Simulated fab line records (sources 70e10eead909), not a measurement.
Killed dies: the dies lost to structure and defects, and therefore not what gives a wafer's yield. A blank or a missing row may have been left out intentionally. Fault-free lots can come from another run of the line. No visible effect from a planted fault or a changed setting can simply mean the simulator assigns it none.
The tool behind it: which one? || flow nand harc || 13 lots with 34 wafers sampled at 5 steps, on a route of 1159 steps

WHAT THE GAUGES SHOWED, per wafer
NHARC_END_SORT_01.
{"lot": "L204", "measured": "day 21 14:08", "on": "prober-01", "killed at array": 14, "killed at other": 1, "killed at periphery": 3, "killed dies": 18, "killed open": 3, "killed short": 0}
{"lot": "L205", "measured": "day 22 02:11", "on": "prober-02", "killed at array": "29 28", "killed at other": "1 0", "killed at periphery": "3 7", "killed dies": "33 35", "killed open": "2 3", "killed short": "3 3"}
{"lot": "L215", "measured": "day 23 21:19", "on": "prober-01", "killed at array": "39 57 46", "killed at other": "0 0 1", "killed at periphery": "2 1 3", "killed dies": "41 58 50", "killed open": "3 5 4", "killed short": "1 3 1"}
{"lot": "L217", "measured": "day 24 12:21", "on": "prober-01", "killed at array": "49 50 45", "killed at other": "0 1 0", "killed at periphery": "6 2 5", "killed dies": "55 53 50", "killed open": "5 2 6", "killed short": "1 3 2"}

WHICH TOOL RAN EACH LOT (tool, then ch and the chambers of the sampled wafers, then the start)
{"lot": "L197", "NHARC_A_CONTACT_ETCH_48": "rie diel-12 ch 0,2, day 16 05:04", "NHARC_A_CONTACT_ETCH_114": "har cap etch-01 ch 0,1, day 16 06:38", "NHARC_A_CONTACT_ETCH_115": "har cap etch-01 ch 0,1, day 16 06:44", "NHARC_A_CONTACT_ETCH_117": "har cap etch-01 ch 0,1, day 16 06:55"}
{"lot": "L200", "NHARC_A_CONTACT_ETCH_48": "rie diel-01 ch 0,1,2, day 16 16:40", "NHARC_A_CONTACT_ETCH_114": "har cap etch-02 ch 0,1, day 16 18:12", "NHARC_A_CONTACT_ETCH_115": "har cap etch-02 ch 0,1, day 16 18:17", "NHARC_A_CONTACT_ETCH_117": "har cap etch-02 ch 0,1, day 16 18:28"}
{"lot": "L198", "NHARC_A_CONTACT_ETCH_48": "rie diel-01 ch 1,3, day 16 18:18", "NHARC_A_CONTACT_ETCH_114": "har cap etch-03 ch 0,1, day 16 19:57", "NHARC_A_CONTACT_ETCH_115": "har cap etch-03 ch 0,1, day 16 20:02", "NHARC_A_CONTACT_ETCH_117": "har cap etch-03 ch 0,1, day 16 20:13"}
{"lot": "L204", "NHARC_A_CONTACT_ETCH_48": "rie diel-02 ch 1, day 18 09:29", "NHARC_A_CONTACT_ETCH_114": "har cap etch-02 ch 0, day 18 11:05", "NHARC_A_CONTACT_ETCH_115": "har cap etch-02 ch 0, day 18 11:10", "NHARC_A_CONTACT_ETCH_117": "har cap etch-02 ch 0, day 18 11:22"}
{"lot": "L206", "NHARC_A_CONTACT_ETCH_48": "rie diel-02 ch 2, day 18 11:37", "NHARC_A_CONTACT_ETCH_114": "har cap etch-03 ch 0, day 18 13:10", "NHARC_A_CONTACT_ETCH_115": "har cap etch-03 ch 0, day 18 13:16", "NHARC_A_CONTACT_ETCH_117": "har cap etch-03 ch 0, day 18 13:26"}
{"lot": "L205", "NHARC_A_CONTACT_ETCH_48": "rie diel-02 ch 1,3, day 18 21:12", "NHARC_A_CONTACT_ETCH_114": "har cap etch-02 ch 0,1, day 18 22:56", "NHARC_A_CONTACT_ETCH_115": "har cap etch-02 ch 0,1, day 18 23:02", "NHARC_A_CONTACT_ETCH_117": "har cap etch-02 ch 0,1, day 18 23:13"}
{"lot": "L211", "NHARC_A_CONTACT_ETCH_48": "rie diel-01 ch 0,3, day 20 08:56", "NHARC_A_CONTACT_ETCH_114": "har cap etch-03 ch 0,1, day 20 10:29", "NHARC_A_CONTACT_ETCH_115": "har cap etch-03 ch 0,1, day 20 10:35", "NHARC_A_CONTACT_ETCH_117": "har cap etch-03 ch 0,1, day 20 10:46"}
{"lot": "L215", "NHARC_A_CONTACT_ETCH_48": "rie diel-01 ch 0,1,3, day 20 18:47", "NHARC_A_CONTACT_ETCH_114": "har cap etch-02 ch 0,1, day 20 20:22", "NHARC_A_CONTACT_ETCH_115": "har cap etch-02 ch 0,1, day 20 20:27", "NHARC_A_CONTACT_ETCH_117": "har cap etch-02 ch 0,1, day 20 20:38"}
{"lot": "L217", "NHARC_A_CONTACT_ETCH_48": "rie diel-01 ch 0,1,3, day 21 11:45", "NHARC_A_CONTACT_ETCH_114": "har cap etch-01 ch 0,1, day 21 13:26", "NHARC_A_CONTACT_ETCH_115": "har cap etch-01 ch 0,1, day 21 13:31", "NHARC_A_CONTACT_ETCH_117": "har cap etch-01 ch 0,1, day 21 13:42"}
{"lot": "L216", "NHARC_A_CONTACT_ETCH_48": "rie diel-02 ch 0,2,3, day 21 13:56", "NHARC_A_CONTACT_ETCH_114": "har cap etch-02 ch 0,1, day 21 15:29", "NHARC_A_CONTACT_ETCH_115": "har cap etch-02 ch 0,1, day 21 15:35", "NHARC_A_CONTACT_ETCH_117": "har cap etch-02 ch 0,1, day 21 15:46"}
{"lot": "L218", "NHARC_A_CONTACT_ETCH_48": "rie diel-02 ch 1,2, day 21 18:28", "NHARC_A_CONTACT_ETCH_114": "har cap etch-01 ch 0, day 21 20:32", "NHARC_A_CONTACT_ETCH_115": "har cap etch-01 ch 0, day 21 20:37", "NHARC_A_CONTACT_ETCH_117": "har cap etch-01 ch 0, day 21 20:48"}
{"lot": "L219", "NHARC_A_CONTACT_ETCH_48": "rie diel-01 ch 0,2,3, day 22 13:44", "NHARC_A_CONTACT_ETCH_114": "har cap etch-03 ch 0, day 22 15:25", "NHARC_A_CONTACT_ETCH_115": "har cap etch-03 ch 0, day 22 15:32", "NHARC_A_CONTACT_ETCH_117": "har cap etch-03 ch 0, day 22 15:46"}
{"lot": "L220", "NHARC_A_CONTACT_ETCH_48": "rie diel-01 ch 0,1, day 23 02:04", "NHARC_A_CONTACT_ETCH_114": "har cap etch-01 ch 0,1, day 23 03:39", "NHARC_A_CONTACT_ETCH_115": "har cap etch-01 ch 0,1, day 23 03:44", "NHARC_A_CONTACT_ETCH_117": "har cap etch-01 ch 0,1, day 23 03:55"}
- NHARC_A_CONTACT_ETCH_48: etches the open film in CF4, target depth 39 nm, time 65 s.
- NHARC_A_CONTACT_ETCH_114: etches the open film in C4F8/O2/Ar, time 94 s, target depth 922 nm.
- NHARC_A_CONTACT_ETCH_115: etches the open film in C4F8/O2/Ar, time 94 s, target depth 922 nm.
- NHARC_A_CONTACT_ETCH_117: etches the open film in C4F8/O2/Ar, time 94 s, target depth 922 nm.

WHAT THE TOOLS THEMSELVES READ (means of the sampled wafers that have a number; where no wafer has one, the mark that the record gives instead)
NHARC_A_CONTACT_ETCH_48.
{"lot": "L197", "tool": "rie diel-12", "chamber pressure mTorr (mTorr)": 50.02, "drypump motor current A (A)": 6.0, "oes product au (a.u.)": 0.994, "rf fwd power W (W)": 297.8, "rf vpp V (V)": 149.6, "run length s (s)": 86.8, "showerhead plenum p Torr (Torr)": 1.70, "throttle valve pct (%)": 13.285}
{"lot": "L200", "tool": "rie diel-01", "chamber pressure mTorr (mTorr)": 49.98, "drypump motor current A (A)": 5.4, "oes product au (a.u.)": 1.003, "rf fwd power W (W)": 297.2, "rf vpp V (V)": 151.2, "run length s (s)": 86.3, "showerhead plenum p Torr (Torr)": 1.77, "throttle valve pct (%)": 13.280}
{"lot": "L198", "tool": "rie diel-01", "chamber pressure mTorr (mTorr)": 50.02, "drypump motor current A (A)": 5.9, "oes product au (a.u.)": 0.998, "rf fwd power W (W)": 297.4, "rf vpp V (V)": 151.4, "run length s (s)": 85.5, "showerhead plenum p Torr (Torr)": 1.76, "throttle valve pct (%)": 13.284}
{"lot": "L204", "tool": "rie diel-02", "chamber pressure mTorr (mTorr)": 50.01, "drypump motor current A (A)": 6.7, "oes product au (a.u.)": 0.999, "rf fwd power W (W)": 295.7, "rf vpp V (V)": 151.0, "run length s (s)": 89.1, "showerhead plenum p Torr (Torr)": 1.73, "throttle valve pct (%)": 13.301}
{"lot": "L206", "tool": "rie diel-02", "chamber pressure mTorr (mTorr)": 50.04, "drypump motor current A (A)": 5.4, "oes product au (a.u.)": 1.001, "rf fwd power W (W)": 297.8, "rf vpp V (V)": 153.2, "run length s (s)": 86.5, "showerhead plenum p Torr (Torr)": 1.90, "throttle valve pct (%)": 13.269}
{"lot": "L205", "tool": "rie diel-02", "chamber pressure mTorr (mTorr)": 49.96, "drypump motor current A (A)": 6.4, "oes product au (a.u.)": 1.002, "rf fwd power W (W)": 295.8, "rf vpp V (V)": 152.2, "run length s (s)": 86.7, "showerhead plenum p Torr (Torr)": 1.77, "throttle valve pct (%)": 13.284}
{"lot": "L211", "tool": "rie diel-01", "chamber pressure mTorr (mTorr)": 50.03, "drypump motor current A (A)": 6.0, "oes product au (a.u.)": 0.999, "rf fwd power W (W)": 296.7, "rf vpp V (V)": 149.7, "run length s (s)": 86.0, "showerhead plenum p Torr (Torr)": 1.72, "throttle valve pct (%)": 13.293}
{"lot": "L215", "tool": "rie diel-01", "chamber pressure mTorr (mTorr)": 49.93, "drypump motor current A (A)": 5.8, "oes product au (a.u.)": 0.991, "rf fwd power W (W)": 296.8, "rf vpp V (V)": 150.7, "run length s (s)": 86.2, "showerhead plenum p Torr (Torr)": 1.76, "throttle valve pct (%)": 13.284}
{"lot": "L217", "tool": "rie diel-01", "chamber pressure mTorr (mTorr)": 49.99, "drypump motor current A (A)": 5.8, "oes product au (a.u.)": 0.991, "rf fwd power W (W)": 297.8, "rf vpp V (V)": 151.1, "run length s (s)": 86.1, "showerhead plenum p Torr (Torr)": 1.76, "throttle valve pct (%)": 13.284}
{"lot": "L216", "tool": "rie diel-02", "chamber pressure mTorr (mTorr)": 50.04, "drypump motor current A (A)": 6.0, "oes product au (a.u.)": 0.995, "rf fwd power W (W)": 297.0, "rf vpp V (V)": 151.6, "run length s (s)": 86.6, "showerhead plenum p Torr (Torr)": 1.80, "throttle valve pct (%)": 13.285}
{"lot": "L218", "tool": "rie diel-02", "chamber pressure mTorr (mTorr)": 50.02, "drypump motor current A (A)": 6.3, "oes product au (a.u.)": 1.002, "rf fwd power W (W)": 296.6, "rf vpp V (V)": 151.2, "run length s (s)": 86.7, "showerhead plenum p Torr (Torr)": 1.78, "throttle valve pct (%)": 13.283}
{"lot": "L219", "tool": "rie diel-01", "chamber pressure mTorr (mTorr)": 50.04, "drypump motor current A (A)": 5.6, "oes product au (a.u.)": 0.996, "rf fwd power W (W)": 297.6, "rf vpp V (V)": 150.9, "run length s (s)": 86.7, "showerhead plenum p Torr (Torr)": 1.72, "throttle valve pct (%)": 13.290}
{"lot": "L220", "tool": "rie diel-01", "chamber pressure mTorr (mTorr)": 50.02, "drypump motor current A (A)": 5.6, "oes product au (a.u.)": 1.003, "rf fwd power W (W)": 296.6, "rf vpp V (V)": 151.4, "run length s (s)": 86.6, "showerhead plenum p Torr (Torr)": 1.77, "throttle valve pct (%)": 13.289}

NHARC_A_CONTACT_ETCH_114.
{"lot": "L197", "tool": "har cap etch-01", "chamber pressure mTorr (mTorr)": 20.013}
{"lot": "L200", "tool": "har cap etch-02", "chamber pressure mTorr (mTorr)": 19.984}
{"lot": "L198", "tool": "har cap etch-03", "chamber pressure mTorr (mTorr)": 19.995}
{"lot": "L204", "tool": "har cap etch-02", "chamber pressure mTorr (mTorr)": 20.005}
{"lot": "L206", "tool": "har cap etch-03", "chamber pressure mTorr (mTorr)": 20.004}
{"lot": "L205", "tool": "har cap etch-02", "chamber pressure mTorr (mTorr)": 20.004}
{"lot": "L211", "tool": "har cap etch-03", "chamber pressure mTorr (mTorr)": 19.995}
{"lot": "L215", "tool": "har cap etch-02", "chamber pressure mTorr (mTorr)": 19.988}
{"lot": "L217", "tool": "har cap etch-01", "chamber pressure mTorr (mTorr)": 19.990}
{"lot": "L216", "tool": "har cap etch-02", "chamber pressure mTorr (mTorr)": 20.004}
{"lot": "L218", "tool": "har cap etch-01", "chamber pressure mTorr (mTorr)": 19.987}
{"lot": "L219", "tool": "har cap etch-03", "chamber pressure mTorr (mTorr)": 19.993}
{"lot": "L220", "tool": "har cap etch-01", "chamber pressure mTorr (mTorr)": 19.983}

NHARC_A_CONTACT_ETCH_115.
{"lot": "L197", "tool": "har cap etch-01", "chamber pressure mTorr (mTorr)": 19.990}
{"lot": "L200", "tool": "har cap etch-02", "chamber pressure mTorr (mTorr)": 20.001}
{"lot": "L198", "tool": "har cap etch-03", "chamber pressure mTorr (mTorr)": 19.980}
{"lot": "L204", "tool": "har cap etch-02", "chamber pressure mTorr (mTorr)": 19.979}
{"lot": "L206", "tool": "har cap etch-03", "chamber pressure mTorr (mTorr)": 20.009}
{"lot": "L205", "tool": "har cap etch-02", "chamber pressure mTorr (mTorr)": 20.016}
{"lot": "L211", "tool": "har cap etch-03", "chamber pressure mTorr (mTorr)": 20.014}
{"lot": "L215", "tool": "har cap etch-02", "chamber pressure mTorr (mTorr)": 19.990}
{"lot": "L217", "tool": "har cap etch-01", "chamber pressure mTorr (mTorr)": 20.022}
{"lot": "L216", "tool": "har cap etch-02", "chamber pressure mTorr (mTorr)": 19.994}
{"lot": "L218", "tool": "har cap etch-01", "chamber pressure mTorr (mTorr)": 20.003}
{"lot": "L219", "tool": "har cap etch-03", "chamber pressure mTorr (mTorr)": 20.006}
{"lot": "L220", "tool": "har cap etch-01", "chamber pressure mTorr (mTorr)": 19.993}

NHARC_A_CONTACT_ETCH_117.
{"lot": "L197", "tool": "har cap etch-01", "chamber pressure mTorr (mTorr)": 20.003}
{"lot": "L200", "tool": "har cap etch-02", "chamber pressure mTorr (mTorr)": 19.983}
{"lot": "L198", "tool": "har cap etch-03", "chamber pressure mTorr (mTorr)": 20.004}
{"lot": "L204", "tool": "har cap etch-02", "chamber pressure mTorr (mTorr)": 20.030}
{"lot": "L206", "tool": "har cap etch-03", "chamber pressure mTorr (mTorr)": 19.983}
{"lot": "L205", "tool": "har cap etch-02", "chamber pressure mTorr (mTorr)": 19.989}
{"lot": "L211", "tool": "har cap etch-03", "chamber pressure mTorr (mTorr)": 20.006}
{"lot": "L215", "tool": "har cap etch-02", "chamber pressure mTorr (mTorr)": 19.984}
{"lot": "L217", "tool": "har cap etch-01", "chamber pressure mTorr (mTorr)": 20.004}
{"lot": "L216", "tool": "har cap etch-02", "chamber pressure mTorr (mTorr)": 19.994}
{"lot": "L218", "tool": "har cap etch-01", "chamber pressure mTorr (mTorr)": 19.997}
{"lot": "L219", "tool": "har cap etch-03", "chamber pressure mTorr (mTorr)": 19.987}
{"lot": "L220", "tool": "har cap etch-01", "chamber pressure mTorr (mTorr)": 19.994}

THE ANSWER, worked out from the rows above alone
Rule: what is usual is taken from the lots themselves. The widest of any qualifying gaps counts: lots, ordered by their means at a reading, are off when they make up no more than a third of the lots, leave a main group of 4 or more, and stand apart from it by 3 or more times the standard deviation of that group's means. The tables above print the reading to a certain number of digits; a main group whose means all agree to those digits is not used. A lot without any number at a reading at which 4 lots or more have one is off too. All remaining lots with rows at the step are treated as sound. First the gauges in route order, then the tools' own readings, where a lot's mean is used as printed above. The first step at which some lot is off is used, and at that step the reading that is off furthest; a lot without a number counts as furthest.
Off, at NHARC_A_CONTACT_ETCH_48 on run length s: L204. The main group: mean 86.4 s, standard deviation 0.37.
If a tool, at that step or one of the process steps before it, ran each lot that is off and ran no sound lot following the first of them, it fits. Not one of the candidates tried fits.

WHAT WAS PUT IN BY THE SIMULATOR
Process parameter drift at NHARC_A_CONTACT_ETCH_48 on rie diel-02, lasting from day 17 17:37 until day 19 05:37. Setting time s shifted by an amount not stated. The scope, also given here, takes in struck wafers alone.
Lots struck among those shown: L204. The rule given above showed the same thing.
